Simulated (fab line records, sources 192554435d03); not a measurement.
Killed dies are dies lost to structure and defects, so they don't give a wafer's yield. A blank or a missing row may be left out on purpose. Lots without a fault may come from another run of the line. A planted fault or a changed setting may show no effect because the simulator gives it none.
Chamber matching | flow n5_finfet | N5_STI_FIN_REVEAL_STRIP_24 on rie_diel-05: 4 sister chambers
The step strips in N2/H2, time 90 s. 8 wafers are shown with their chamber, then 10 later ones without.

WAFERS WITH THEIR CHAMBER
wafer  | chamber | drypump_motor_current_A (A) | showerhead_plenum_p_Torr (Torr)
L080.5 | 0       | 6.3                         | 3.24
L081.2 | 3       | 5.6                         | 3.47
L081.5 | 2       | 5.9                         | 3.30
L082.2 | 2       | 6.0                         | 3.30
L082.3 | 1       | 4.9                         | 3.38
L082.6 | 1       | 5.0                         | 3.38
L091.2 | 0       | 6.3                         | 3.23
L091.3 | 3       | 5.6                         | 3.46

WAFERS WITHOUT THEIR CHAMBER
wafer  | drypump_motor_current_A (A) | showerhead_plenum_p_Torr (Torr)
L091.4 | 4.9                         | 3.37
L092.2 | 6.3                         | 3.23
L092.4 | 4.9                         | 3.37
L092.6 | 4.9                         | 3.37
L095.1 | 4.9                         | 3.37
L095.2 | 5.9                         | 3.29
L095.4 | 5.6                         | 3.46
L097.1 | 5.6                         | 3.46
L097.4 | 4.9                         | 3.37
L097.5 | 6.3                         | 3.23

WHICH CHAMBER EACH WENT THROUGH
wafer  | from the rows above | in truth
L091.4 | 1                   | 1
L092.2 | 0                   | 0
L092.4 | 1                   | 1
L092.6 | 1                   | 1
L095.1 | 1                   | 1
L095.2 | 2                   | 2
L095.4 | 3                   | 3
L097.1 | 3                   | 3
L097.4 | 1                   | 1
L097.5 | 0                   | 0
Placed correctly: 10 of 10. Can't be placed from these rows: 0. Placed wrongly: 0.
How it was worked out, from the rows above alone: a wafer's distance from a chamber is the root of the sum, over the readings, of the square of ((its reading less the chamber's mean) divided by the reading's scatter). The wafer belongs to the nearest chamber; if the next one is less than 2 further off, it can't be placed. A chamber's mean is the mean of its shown wafers. The scatter: the root of (the sum of the squares of (reading less its chamber's mean) over the shown wafers, divided by (wafers less chambers)).
